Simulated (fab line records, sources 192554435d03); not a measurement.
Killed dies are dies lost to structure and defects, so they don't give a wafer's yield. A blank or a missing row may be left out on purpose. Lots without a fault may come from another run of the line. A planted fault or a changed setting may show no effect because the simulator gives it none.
Split-lot experiment | flow n5_finfet | 7 lots, 21 wafers read, on a route of 1938 steps

THE SPLIT
At N5_DUMMY_GATE_COAT_35 (time 60 s, resist thk 10 nm), the setting spin_rpm was moved away from the recipe's 1500 rpm on 6 of the 21 wafers read, by -6.4% to +8.6%. The other wafers ran this setting at the recipe's value.

The reading is taken at the split's own step.

THE READING
SiARC_of_DUMMY_GATE_COAT_35.thk_nm (the simulator's own value, which no gauge read), in nm, at N5_DUMMY_GATE_COAT_35 (time 60 s, resist thk 10 nm). The file gives no usual value for it.

wafer  | tool, chamber at the split | spin_rpm as run, rpm | against the recipe | SiARC_of_DUMMY_GATE_COAT_35.thk_nm, nm | against lot-mates on the recipe
L077.2 | litho_track-01, 0          | 1500                 | recipe             | 10                                     | -
L077.4 | litho_track-01, 0          | 1500                 | recipe             | 10                                     | -
L077.6 | litho_track-01, 0          | 1404                 | -6.4%              | 10.4                                   | +0.4
L081.2 | litho_track-03, 0          | 1500                 | recipe             | 10                                     | -
L081.5 | litho_track-03, 0          | 1500                 | recipe             | 10                                     | -
L081.6 | litho_track-03, 0          | 1500                 | recipe             | 10                                     | -
L082.4 | litho_track-03, 0          | 1500                 | recipe             | 10                                     | -
L082.5 | litho_track-03, 0          | 1500                 | recipe             | 10                                     | -
L082.6 | litho_track-03, 0          | 1500                 | recipe             | 10                                     | -
L086.1 | litho_track-02, 0          | 1500                 | recipe             | 10                                     | -
L086.3 | litho_track-02, 0          | 1500                 | recipe             | 10                                     | -
L086.6 | litho_track-02, 0          | 1500                 | recipe             | 10                                     | -
L087.1 | litho_track-03, 0          | 1500                 | recipe             | 10                                     | -
L087.4 | litho_track-03, 0          | 1500                 | recipe             | 10                                     | -
L087.6 | litho_track-03, 0          | 1629                 | +8.6%              | 9.6                                    | -0.4
L090.2 | litho_track-02, 0          | 1500                 | recipe             | 10                                     | -
L090.3 | litho_track-02, 0          | 1451                 | -3.3%              | 10.2                                   | +0.2
L090.6 | litho_track-02, 0          | 1451                 | -3.3%              | 10.2                                   | +0.2
L095.1 | litho_track-01, 0          | 1500                 | recipe             | 10                                     | -
L095.3 | litho_track-01, 0          | 1578                 | +5.2%              | 9.8                                    | -0.2
L095.4 | litho_track-01, 0          | 1578                 | +5.2%              | 9.8                                    | -0.2

THE FIT
A straight line over all 21 wafers: SiARC_of_DUMMY_GATE_COAT_35.thk_nm changes by -0.0498 nm for each +1% of spin_rpm; r = -0.99; the points scatter about the line by 0.026 nm.
The same after taking each lot's own level away (the mean of its wafers on the recipe; 21 wafers): -0.0498 nm for each +1%; r = -0.99; scatter 0.026 nm.
On that fit, the largest move of spin_rpm shifts the reading by 0.43 nm.
The lots' own levels span 10.00 to 10.00 nm.
So the lot-to-lot level changes the slope little: the two slopes agree.
Check: with one of the wafers moved furthest among these (+8.6%) left out of the fit, the line predicts -0.423 nm for it against its lot-mates. It came out at -0.4 nm against them.

OTHER SPLITS ON THESE WAFERS
These wafers also went through other splits before the reading. Each is held against what the fit with the lots' levels taken away leaves over:
other split on the same wafers        | wafers away from the commonest value | r with SiARC_of_DUMMY_GATE_COAT_35.thk_nm (lot level and that fit taken away)
N5_WELL_APT_COAT_02 spin_rpm          | 5                                    | +0.00
N5_WELL_APT_PEB_06 peb_time_s         | 7                                    | +0.22
N5_WELL_APT_DEVELOP_07 develop_time_s | 8                                    | +0.16
N5_FIN_SAQP_PECVD_06 time_s           | 5                                    | -0.22
N5_FIN_SAQP_COAT_50 spin_rpm          | 4                                    | -0.19
N5_FIN_CUT_EXPOSE_05 dose_mj          | 4                                    | -0.07

THE FILE'S OWN FIT
SiARC_of_DUMMY_GATE_COAT_35.thk_nm changes by -0.0504 nm for each +1% of spin_rpm, r = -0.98.
